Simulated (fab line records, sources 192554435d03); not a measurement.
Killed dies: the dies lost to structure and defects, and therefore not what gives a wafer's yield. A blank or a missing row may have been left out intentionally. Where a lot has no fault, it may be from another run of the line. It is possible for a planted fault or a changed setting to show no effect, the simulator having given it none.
fab line records	flow n5_finfet
[record] lots = 7	wafers = 21	last_day = 18
route steps=1938 shown BEOL_M0_SAQP@689 BEOL_M0_CUTY@701 BEOL_M4@1111
lots that met no fault: from a run of the same line without faults
start_h: hours from the record's opening day to when the first of the lot's shown wafers began	wait_h: how many hours have passed since the lot's step before this one	" same as the row above	L1.1+2: one row covering several wafers at once	- either no value or no given start	* or withheld: withheld	< > ~ a bound
route shown NAME@n: names a module that has steps shown in the file, with the first one's number in the route	usual: mean and standard deviation over wafers with no fault	same: alike in all rows	chamber/n: place in a boat	sites: readings site by site	_std_site: standard deviation of those values	_edge_site: the outer-site mean with the inner-site mean subtracted	radius_mm: how far each site lies from the wafer's centre	mask NAME#n: copy n	behind: the most recent tool/chamber to have shaped the wafer	hold: why the lot went on hold/how many hours it stayed there/how the hold came to an end	device: the n, p or np transistor that did not switch	end of line: the route-end tests of the same wafers	step lacking rows: just its recipe	killed: at the first sort, the dies lost to defects and structure; wafer yield is something else	map: per-die view of a wafer (x killed, . not killed, _ where there is no die)
set.NAME: the run value of the setting; set.NAME@STEP: its run value at that earlier step	model.NAME: the simulator's own value behind a step, which no gauge read
certain route steps with their lots: each step a table, each wafer a row
services: the hour from which a tool's chamber was out of use, counted from the record's first day as start_h (under 0 if before that day), plus the number of hours and why
[[steps]]
[step N5_BEOL_M0_SAQP_CD_MEAS_40]
[recipe] target_cd_nm = 30	landing_energy_ev = 500	detector = se_inlens
[usual] cd_nm = 30.04/0.25
lot.wafer	tool	chamber	start_h	wait_h	cd_nm
L482.2	cd_sem-02	0	137.02	-	30.37
L482.4	"	0	"	"	30.00
L482.5	"	0	"	"	30.07
L488.3	cd_sem-01	0	167.05	-	30.12
L488.5	"	0	"	"	30.79
L488.6	"	0	"	"	30.11
L496.1	cd_sem-01	0	217.61	-	29.88
L496.2	"	0	"	"	29.72
L496.4	"	0	"	"	30.00
L497.1	cd_sem-01	0	221.09	-	30.22
L497.2	"	0	"	"	29.94
L497.5	"	0	"	"	30.24
L498.3	cd_sem-03	0	224.39	-	30.24
L498.5	"	0	"	"	30.29
L498.6	"	0	"	"	30.44
L499.3	cd_sem-03	0	238.22	-	29.66
L499.4	"	0	"	"	29.81
L499.6	"	0	"	"	29.75
L500.1	cd_sem-03	0	242.35	-	30.16
L500.5	"	0	"	"	29.91
L500.6	"	0	"	"	30.02
[step N5_BEOL_M0_SAQP_OVL_MEAS_41]
[recipe] points_per_wafer = 522
[usual] M0_CUT1_OVL = 0.3/0.7
lot.wafer	tool	chamber	start_h	wait_h	M0_CUT1_OVL[nm]
L482.2	overlay-02	0	137.06	0.0	1.0
L482.4	"	0	"	"	0.6
L482.5	"	0	"	"	1.7
L488.3	overlay-02	0	167.09	0.0	0.0
L488.5	"	0	"	"	1.1
L488.6	"	0	"	"	1.2
L496.1	overlay-01	0	217.64	0.0	0.4
L496.2	"	0	"	"	-0.4
L496.4	"	0	"	"	0.2
L497.1	overlay-02	0	221.12	0.0	-0.7
L497.2	"	0	"	"	-0.3
L497.5	"	0	"	"	-0.8
L498.3	overlay-02	0	224.43	0.0	0.1
L498.5	"	0	"	"	0.5
L498.6	"	0	"	"	-0.6
L499.3	overlay-02	0	238.26	0.0	0.0
L499.4	"	0	"	"	0.7
L499.6	"	0	"	"	0.3
L500.1	overlay-01	0	242.38	0.0	-0.2
L500.5	"	0	"	"	-0.5
L500.6	"	0	"	"	0.1
[step N5_BEOL_M0_SAQP_INSPECT_42]
[recipe] mode = adi	inspect_instrument = brightfield
[usual] raw_defect_count = 277/84
lot.wafer	tool	chamber	start_h	wait_h	raw_defect_count
L482.2	defect_inspect-02	-	137.11	0.0	289
L482.4	"	-	"	"	238
L482.5	"	-	"	"	237
L488.3	defect_inspect-01	-	167.14	0.0	293
L488.5	"	-	"	"	348
L488.6	"	-	"	"	372
L496.1	defect_inspect-01	-	217.70	0.1	200
L496.2	"	-	"	"	244
L496.4	"	-	"	"	216
L497.1	defect_inspect-01	-	221.18	0.1	481
L497.2	"	-	"	"	369
L497.5	"	-	"	"	340
L498.3	defect_inspect-02	-	224.47	0.0	259
L498.5	"	-	"	"	354
L498.6	"	-	"	"	277
L499.3	defect_inspect-01	-	238.31	0.0	267
L499.4	"	-	"	"	211
L499.6	"	-	"	"	215
L500.1	defect_inspect-01	-	242.44	0.1	190
L500.5	"	-	"	"	286
L500.6	"	-	"	"	238
[step N5_BEOL_M0_SAQP_DESCUM_45]
[recipe] chemistry = O2	time_s = 7	source_power_w = 50	bias_power_w = 20	pressure_mtorr = 20	rf_frequency_hz = 2.712e+07	temp_c = 40	resist = CAR-EUV	o2_flow_sccm = 225
[usual] drypump_motor_current_A = 5.8/0.34	oes_product_au = 0.80/0.1	rf_vpp_V = 243.1/1.4	showerhead_plenum_p_Torr = 2.09/0.079	throttle_valve_pct = 20.44/0.24
lot.wafer	tool	chamber	start_h	wait_h	drypump_motor_current_A	oes_product_au	rf_hours_counter_h	rf_vpp_V	showerhead_plenum_p_Torr	throttle_valve_pct
L482.2	rie_diel-02	3	137.14	0.0	5.9	0.92	21	244.3	2.15	20.38
L482.4	"	0	"	"	6.5	0.72	208	241.1	1.97	20.38
L482.5	"	3	"	"	5.9	0.92	-	244.2	2.15	20.37
L488.3	rie_diel-04	3	167.17	0.0	5.4	0.85	54	243.3	2.13	20.12
L488.5	"	3	"	"	5.5	0.86	-	243.2	2.13	20.13
L488.6	"	1	"	"	5.8	0.66	-	242.4	2.05	20.58
L496.1	rie_diel-06	2	217.73	0.0	6.0	0.75	146	244.7	2.20	20.31
L496.2	"	3	"	"	5.8	0.82	80	241.7	2.02	20.75
L496.4	"	0	"	"	5.9	0.88	41	243.8	2.15	20.19
L497.1	rie_diel-06	2	221.22	0.0	5.9	0.75	147	244.9	2.20	20.29
L497.2	"	1	"	"	5.9	0.97	6	246.4	2.21	20.15
L497.5	"	3	"	"	5.8	0.82	-	242.5	2.02	20.75
L498.3	rie_diel-06	0	224.51	0.0	5.9	0.87	43	244.5	2.15	20.17
L498.5	"	0	"	"	5.9	0.87	-	246.0	2.15	20.19
L498.6	"	1	"	"	5.9	0.97	-	244.3	2.21	20.16
L499.3	rie_diel-04	2	238.34	0.0	5.4	0.76	131	243.3	2.21	20.70
L499.4	"	3	"	"	5.4	0.82	-	243.2	2.12	20.18
L499.6	"	2	"	"	5.4	0.76	-	243.0	2.21	20.69
L500.1	rie_diel-04	1	242.65	0.2	5.7	0.66	265	242.7	2.04	20.62
L500.5	"	2	"	"	5.3	0.77	-	244.6	2.21	20.70
L500.6	"	3	"	"	5.4	0.83	-	243.3	2.12	20.17
[step N5_BEOL_M0_SAQP_ETCH_88]
[recipe] chemistry = N2/H2	target = underlayer	target_depth_a = 65	time_s = 5.2	ion_energy_ev = 200	mask_material = CAR-EUV	pressure_mtorr = 30	source_w = 840	bias_w = 150	n2_flow_sccm = 200	h2_flow_sccm = 200	ends = cleared
[usual] drypump_motor_current_A = 5.8/0.33	etch_rf_on_time_s = 5.22/0.16	h2_flow_sccm = 200.0/0.58	oes_product_au = 0.68/0.088	rf_vpp_V = 524.0/2.8	showerhead_plenum_p_Torr = 2.55/0.091	throttle_valve_pct = 17.91/0.29
lot.wafer	tool	chamber	start_h	wait_h	drypump_motor_current_A	etch_rf_on_time_s	h2_flow_sccm	oes_product_au	rf_hours_counter_h	rf_vpp_V	showerhead_plenum_p_Torr	throttle_valve_pct
L482.2	rie_diel-02	3	137.18	0.0	5.9	5.27	200.4	0.78	21	524.9	2.61	17.74
L482.4	"	0	"	"	6.5	5.28	200.2	0.61	208	520.1	2.40	18.00
L482.5	"	3	"	"	5.9	5.30	200.5	0.77	-	526.4	2.60	17.75
L488.3	rie_diel-04	3	167.21	0.0	5.5	4.86	201.1	0.74	54	523.9	2.60	17.66
L488.5	"	3	"	"	5.4	4.91	199.2	0.75	-	526.0	2.60	17.67
L488.6	"	1	"	"	5.7	5.23	200.2	0.58	-	524.5	2.52	18.17
L496.1	rie_diel-06	2	217.77	0.0	5.9	5.46	199.5	0.62	146	526.5	2.65	17.64
L496.2	"	3	"	"	5.9	5.20	199.8	0.70	80	522.9	2.47	18.29
L496.4	"	0	"	"	5.9	4.97	199.8	0.76	41	526.5	2.59	17.39
L497.1	rie_diel-06	2	221.25	0.0	5.9	5.42	200.6	0.61	147	528.4	2.65	17.63
L497.2	"	1	"	"	5.9	5.21	200.8	0.83	6	526.6	2.70	17.69
L497.5	"	3	"	"	5.8	5.23	200.5	0.70	-	524.1	2.47	18.31
L498.3	rie_diel-06	0	224.54	0.0	5.9	5.02	200.4	0.74	43	523.6	2.59	17.41
L498.5	"	0	"	"	5.8	5.00	199.9	0.74	-	524.9	2.58	17.40
L498.6	"	1	"	"	6.0	5.18	200.9	0.84	-	528.4	2.70	17.70
L499.3	rie_diel-04	2	238.38	0.0	5.4	5.16	199.3	0.66	131	527.9	2.67	17.96
L499.4	"	3	"	"	5.4	4.94	198.9	0.72	-	526.1	2.58	17.74
L499.6	"	2	"	"	5.4	5.16	199.9	0.66	-	527.6	2.67	17.94
L500.1	rie_diel-04	1	242.69	0.0	5.8	5.20	200.8	0.57	265	524.8	2.51	18.19
L500.5	"	2	"	"	5.4	5.17	199.2	0.66	-	528.5	2.67	17.96
L500.6	"	3	"	"	5.4	4.96	200.7	0.72	-	527.2	2.58	17.74
[step N5_BEOL_M0_SAQP_ETCH_73]
[recipe] chemistry = CF4	target = SiARC	target_depth_a = 195	mask_material = CAR-EUV	time_s = 32.5	ion_energy_ev = 80	pressure_mtorr = 40	source_w = 545	bias_w = 36	Ar_flow_sccm = 100	cf4_flow_sccm = 100	ends = cleared
[usual] drypump_motor_current_A = 5.8/0.34	etch_rf_on_time_s = 32.7/1	oes_product_au = 0.68/0.088	rf_vpp_V = 184.1/1.2	showerhead_plenum_p_Torr = 2.15/0.075	throttle_valve_pct = 15.61/0.25
lot.wafer	tool	chamber	start_h	wait_h	drypump_motor_current_A	etch_rf_on_time_s	oes_product_au	rf_hours_counter_h	rf_vpp_V	showerhead_plenum_p_Torr	throttle_valve_pct
L482.2	rie_diel-02	3	137.19	0.0	5.9	33.1	0.78	21	184.7	2.19	15.48
L482.4	"	0	"	"	6.6	33.7	0.61	208	183.6	2.04	15.76
L482.5	"	3	"	"	5.9	33.0	0.78	-	184.3	2.19	15.46
L488.3	rie_diel-04	3	167.22	0.0	5.4	31.1	0.74	54	184.6	2.19	15.30
L488.5	"	3	"	"	5.4	31.5	0.73	-	183.8	2.19	15.30
L488.6	"	1	"	"	5.8	33.1	0.57	-	184.3	2.12	15.88
L496.1	rie_diel-06	2	217.78	0.0	5.9	33.6	0.62	146	183.6	2.22	15.35
L496.2	"	3	"	"	5.9	32.6	0.72	80	183.8	2.07	15.82
L496.4	"	0	"	"	5.9	30.9	0.76	41	184.0	2.19	15.29
L497.1	rie_diel-06	2	221.27	0.0	5.9	33.8	0.61	147	184.3	2.22	15.35
L497.2	"	1	"	"	5.9	32.4	0.83	6	184.6	2.28	15.40
L497.5	"	3	"	"	5.8	33.0	0.70	-	182.8	2.07	15.81
L498.3	rie_diel-06	0	224.56	0.0	5.8	30.8	0.76	43	184.1	2.19	15.30
L498.5	"	0	"	"	5.8	31.0	0.75	-	184.2	2.19	15.29
L498.6	"	1	"	"	6.0	32.1	0.84	-	185.7	2.28	15.40
L499.3	rie_diel-04	2	238.39	0.0	5.3	32.6	0.66	131	185.6	2.25	15.77
L499.4	"	3	"	"	5.4	31.0	0.72	-	184.7	2.18	15.35
L499.6	"	2	"	"	5.3	32.6	0.65	-	184.1	2.25	15.77
L500.1	rie_diel-04	1	242.71	0.0	5.8	32.5	0.57	265	183.0	2.11	15.93
L500.5	"	2	"	"	5.4	32.3	0.65	-	185.6	2.25	15.77
L500.6	"	3	"	"	5.4	30.8	0.71	-	183.2	2.18	15.37
[step N5_BEOL_M0_SAQP_CUT_ETCH_46]
[recipe] chemistry = N2/H2	target = SOC	target_depth_a = 1350	overetch_a = 270	temp_c = 40	time_s = 202.5	ion_energy_ev = 200	mask_material = SiARC	pressure_mtorr = 30	source_w = 840	bias_w = 150	n2_flow_sccm = 200	h2_flow_sccm = 200
[step N5_BEOL_M0_SAQP_STRIP_74]
[recipe] chemistry = N2/H2	temp_c = 40	n2_flow_sccm = 200	h2_flow_sccm = 200	rf_frequency_hz = 6e+07
[step N5_BEOL_M0_SAQP_STRIP_89]
[recipe] chemistry = N2/H2	temp_c = 40	n2_flow_sccm = 200	h2_flow_sccm = 200	rf_frequency_hz = 6e+07
[step N5_BEOL_M0_SAQP_ALD_48]
[recipe] material = SiO2	target_thk_a = 200	temp_c = 100	ald_precursor_family = BDEAS	ald_co_reactant = O2-plasma	pulse_time_s = 1	co_reactant_pulse_time_s = 1	purge_time_s = 2	co_reactant_purge_time_s = 2	ald_cycles = 139	pressure_torr = 2
[usual] heater_power_w = 82/6.8	precursor_pulse_height_rel = 0.999/0.019
lot.wafer	tool	chamber	start_h	wait_h	heater_power_w	precursor_pulse_height_rel
L482.2	ald_sin-04	1	137.43	0.0	78	1.011
L482.4	"	0	"	"	90	1.004
L482.5	"	3	"	"	85	1.036
L488.3	ald_sin-01	0	167.90	0.5	81	0.972
L488.5	"	2	"	"	68	1.015
L488.6	"	3	"	"	72	0.997
L496.1	ald_sin-02	1	218.35	0.4	78	1.000
L496.2	"	2	"	"	80	1.008
L496.4	"	1	"	"	79	0.999
L497.1	ald_sin-02	3	221.55	0.1	84	1.014
L497.2	"	1	"	"	76	1.026
L497.5	"	2	"	"	79	0.986
L498.3	ald_sin-04	2	224.79	0.0	95	0.979
L498.5	"	2	"	"	95	0.980
L498.6	"	1	"	"	77	0.990
L499.3	ald_sin-01	2	238.72	0.1	67	0.985
L499.4	"	1	"	"	78	0.963
L499.6	"	1	"	"	80	1.026
L500.1	ald_sin-04	3	242.94	0.0	85	0.988
L500.5	"	3	"	"	85	0.973
L500.6	"	2	"	"	96	0.994
[step N5_BEOL_M0_SAQP_ETCH_49]
[recipe] chemistry = CF4/O2	target_depth_a = 370	target = SiO2	pressure_mtorr = 40	source_w = 535	bias_w = 49	Ar_flow_sccm = 100	cf4_flow_sccm = 100	O2_flow_sccm = 10	ion_energy_ev = 100
[usual] drypump_motor_current_A = 5.9/0.35	oes_f_703_au = 0.79/0.094	oes_product_au = 0.78/0.095	rf_vpp_V = 241/4.4	showerhead_plenum_p_Torr = 2.20/0.078	throttle_valve_pct = 15.87/0.24
lot.wafer	tool	chamber	start_h	wait_h	drypump_motor_current_A	oes_f_703_au	oes_product_au	rf_hours_counter_h	rf_vpp_V	showerhead_plenum_p_Torr	throttle_valve_pct
L482.2	rie_diel-06	1	138.06	0.4	5.9	0.69	0.69	238	241	2.09	16.08
L482.4	"	2	"	"	5.9	0.75	0.76	120	242	2.30	15.54
L482.5	"	1	"	"	5.9	0.70	0.69	-	241	2.09	16.10
L488.3	rie_diel-06	3	168.45	0.3	5.9	0.84	0.86	63	244	2.14	16.04
L488.5	"	2	"	"	6.0	0.74	0.75	-	241	2.29	15.53
L488.6	"	1	"	"	5.9	0.69	0.69	-	240	2.09	16.11
L496.1	rie_diel-04	1	218.92	0.3	5.8	0.68	0.66	257	235	2.18	16.16
L496.2	"	0	"	"	6.4	0.68	0.66	269	247	2.07	16.21
L496.4	"	3	"	"	5.4	0.84	0.84	-	241	2.24	15.58
L497.1	rie_diel-02	3	222.08	0.3	5.9	0.88	0.88	49	231	2.25	15.79
L497.2	"	0	"	"	6.6	0.69	0.70	237	242	2.09	16.04
L497.5	"	0	"	"	6.6	0.69	0.70	-	243	2.09	16.04
L498.3	rie_diel-02	1	225.42	0.4	5.9	0.73	0.73	162	243	2.20	16.08
L498.5	"	1	"	"	5.9	0.73	0.74	-	245	2.20	16.05
L498.6	"	0	"	"	6.6	0.69	0.69	-	244	2.09	16.06
L499.3	rie_diel-02	1	239.25	0.3	5.9	0.73	0.73	166	246	2.20	16.10
L499.4	"	2	"	"	5.3	0.86	0.87	43	245	2.24	15.74
L499.6	"	0	"	"	6.5	0.68	0.69	-	243	2.09	16.06
L500.1	rie_diel-06	2	243.46	0.3	5.9	0.72	0.74	152	241	2.29	15.61
L500.5	"	1	"	"	5.9	0.96	0.95	-	243	2.34	15.66
L500.6	"	2	"	"	5.9	0.72	0.73	-	242	2.29	15.61
[step N5_BEOL_M0_SAQP_STRIP_75]
[recipe] chemistry = CF4	resist = SiARC	power_w = 300	bias_power_w = 75	pressure_mtorr = 50	cf4_flow_sccm = 150	rf_frequency_hz = 6e+07
[step N5_BEOL_M0_CUTY_COAT_50]
[recipe] resist = SiARC	temp_c = 220	time_s = 60	spin_rpm = 1500	resist_thk_nm = 15
[usual] heater_power_total_W = 427.5/2.2	spin_speed_rpm = 1500.1/0.83
lot.wafer	tool	chamber	start_h	wait_h	heater_power_total_W	spin_speed_rpm	model.SiARC_of_BEOL_M0_CUTY_COAT_50.thk_nm
L482.2	litho_track-03	0	138.20	0.0	430.0	1500.6	15
L482.4	"	0	"	"	427.4	1499.4	15
L482.5	"	0	"	"	430.7	1499.6	15
L488.3	litho_track-04	0	168.60	0.0	427.2	1500.5	15
L488.5	"	0	"	"	428.2	1500.5	15
L488.6	"	0	"	"	430.3	1500.4	15
L496.1	litho_track-04	0	219.07	0.0	426.6	1571.9	14.6
L496.2	"	0	"	"	426.3	1573.2	14.6
L496.4	"	0	"	"	424.9	1573.3	14.6
L497.1	litho_track-03	0	222.22	0.0	426.2	1499.7	15
L497.2	"	0	"	"	429.4	1500.9	15
L497.5	"	0	"	"	428.8	1501.5	15
L498.3	litho_track-04	0	225.57	0.0	425.6	1572.6	14.8
L498.5	"	0	"	"	430.1	1572.7	14.8
L498.6	"	0	"	"	427.6	1572.1	14.8
L499.3	litho_track-04	0	239.39	0.0	428.0	1572.8	14.8
L499.4	"	0	"	"	427.0	1573.2	14.8
L499.6	"	0	"	"	425.2	1573.4	14.6
L500.1	litho_track-03	0	243.61	0.0	430.6	1499.1	15.2
L500.5	"	0	"	"	430.2	1499.4	15.2
L500.6	"	0	"	"	427.8	1499.8	15.2
[step N5_BEOL_M0_CUTY_COAT_51]
[recipe] resist = CAR-ArF-block	spin_rpm = 1500	resist_thk_nm = 150
[step N5_BEOL_M4_RC_MEAS_101]
[usual] DIBL_N = 37.1/1.8	DIBL_P = 37.2/2.1	IOFF_N = 0.17/0.033	IOFF_P = 0.22/0.037	ION_N = 680/11	ION_P = 464/7.7	SS_N = 71.7/0.63	SS_P = 73.6/0.67	VT_N = 248.9/2.9	VT_P = -251/3.6
lot.wafer	tool	chamber	start_h	wait_h	DIBL_N[mV/V]	DIBL_P[mV/V]	IOFF_N[nA/um]	IOFF_P[nA/um]	ION_N[uA/um]	ION_P[uA/um]	SS_N[mV/dec]	SS_P[mV/dec]	VT_N[mV]	VT_P[mV]
L482.2	prober-02	0	191.09	0.2	35.8	35.6	0.14	0.17	672	452	71.5	72.8	250.0	-258
L482.4	"	0	"	"	36.4	37.6	0.15	0.20	678	461	71.6	74.2	250.5	-254
L482.5	"	0	"	"	35.3	36.2	0.14	0.18	678	466	71.3	73.3	249.9	-256
L488.3	prober-01	0	235.60	0.3	38.3	38.2	0.19	0.23	688	465	71.2	73.3	247.2	-250
L488.5	"	0	"	"	38.8	38.0	0.21	0.23	690	465	72.1	73.5	249.8	-250
L488.6	"	0	"	"	37.8	38.4	0.18	0.24	685	468	71.5	73.5	247.9	-247
L496.1	prober-01	0	285.70	0.0	39.7	38.9	0.21	0.24	684	457	72.8	74.4	250.0	-250
L496.2	"	0	"	"	34.7	34.4	0.12	0.18	661	459	70.8	72.4	250.6	-252
L496.4	"	0	"	"	36.2	35.0	0.14	0.19	683	474	70.9	72.2	253.6	-255
L497.1	prober-01	0	286.63	0.3	35.1	36.7	0.14	0.20	674	461	70.9	73.1	250.6	-250
L497.2	"	0	"	"	37.7	39.0	0.19	0.24	686	472	71.8	74.3	246.5	-247
L497.5	"	0	"	"	35.5	37.1	0.15	0.21	673	466	71.5	73.5	249.9	-249
L498.3	prober-02	0	307.41	0.3	36.5	35.0	0.16	0.19	674	455	72.0	74.1	248.1	-251
L498.5	"	0	"	"	37.0	36.0	0.16	0.21	679	468	71.4	73.4	249.9	-253
L498.6	"	0	"	"	36.0	35.4	0.16	0.20	703	482	71.0	73.1	246.4	-251
L499.3	prober-02	0	314.13	0.3	39.4	38.1	0.22	0.26	678	463	74.0	73.9	247.7	-247
L499.4	"	0	"	"	38.0	37.7	0.18	0.25	673	465	71.8	73.8	247.5	-249
L499.6	"	0	"	"	36.4	34.0	0.15	0.19	665	461	72.2	73.7	253.1	-253
L500.1	prober-01	0	317.86	0.0	37.0	36.4	0.16	0.22	696	481	71.0	73.3	247.9	-249
L500.5	"	0	"	"	37.6	36.9	0.18	0.23	689	469	71.7	73.9	244.7	-251
L500.6	"	0	"	"	34.2	32.7	0.12	0.17	689	473	70.4	73.0	254.7	-254
[[services]]
tool	chamber	start_h	hours	kind
litho_track-04	-	118.58	-	consumable_replace:filter
rie_diel-02	2	161.44	8.3	repair
ald_sin-01	-	178.19	14.0	pm
ald_sin-01	0	178.19	14.0	vent_cycle
ald_sin-01	1	178.19	14.0	vent_cycle
ald_sin-01	2	178.19	14.0	vent_cycle
ald_sin-01	3	178.19	14.0	vent_cycle
rie_diel-06	1	180.43	-	clean
rie_diel-06	1	180.43	-	consumable_replace:focus_ring
rie_diel-06	1	180.43	-	consumable_replace:showerhead
rie_diel-02	1	183.49	5.8	repair
ald_sin-01	0	192.19	-	clean
ald_sin-01	1	192.19	-	clean
ald_sin-01	2	192.19	-	clean
ald_sin-01	3	192.19	-	clean
rie_diel-02	-	199.34	2.8	pm
ald_sin-04	0	216.77	4.9	repair
ald_sin-02	-	223.80	15.6	pm
rie_diel-04	0	228.92	-	clean
rie_diel-04	0	228.92	-	consumable_replace:focus_ring
rie_diel-04	0	228.92	-	consumable_replace:showerhead
rie_diel-04	0	228.92	27.6	scheduled_down
rie_diel-04	0	228.92	27.6	vent_cycle
[[key]]
[first_sign] step = N5_BEOL_M0_CUTY_COAT_50	reading = spin_speed_rpm	direction = up	sigmas = 88	usual = *	struck = *
effect none on later readings
[model_effect] step = N5_BEOL_M0_CUTY_COAT_50	value = SiARC_of_BEOL_M0_CUTY_COAT_50.thk_nm	without = 15.02	struck = 14.71
met_at N5_BEOL_M0_CUTY_COAT_50
struck_wafers L496.1,L496.2,L496.4,L498.3,L498.5,L498.6,L499.3,L499.4,L499.6
onset_between 168.60 219.07
[fault] kind = process_parameter_drift	tool = litho_track-04	chamber = -	onset_h = 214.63	steps = N5_BEOL_M0_CUTY_COAT_50	channel = spin_rpm	offset = *	shape = step	end_h = 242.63	acts_in = *	stated = *
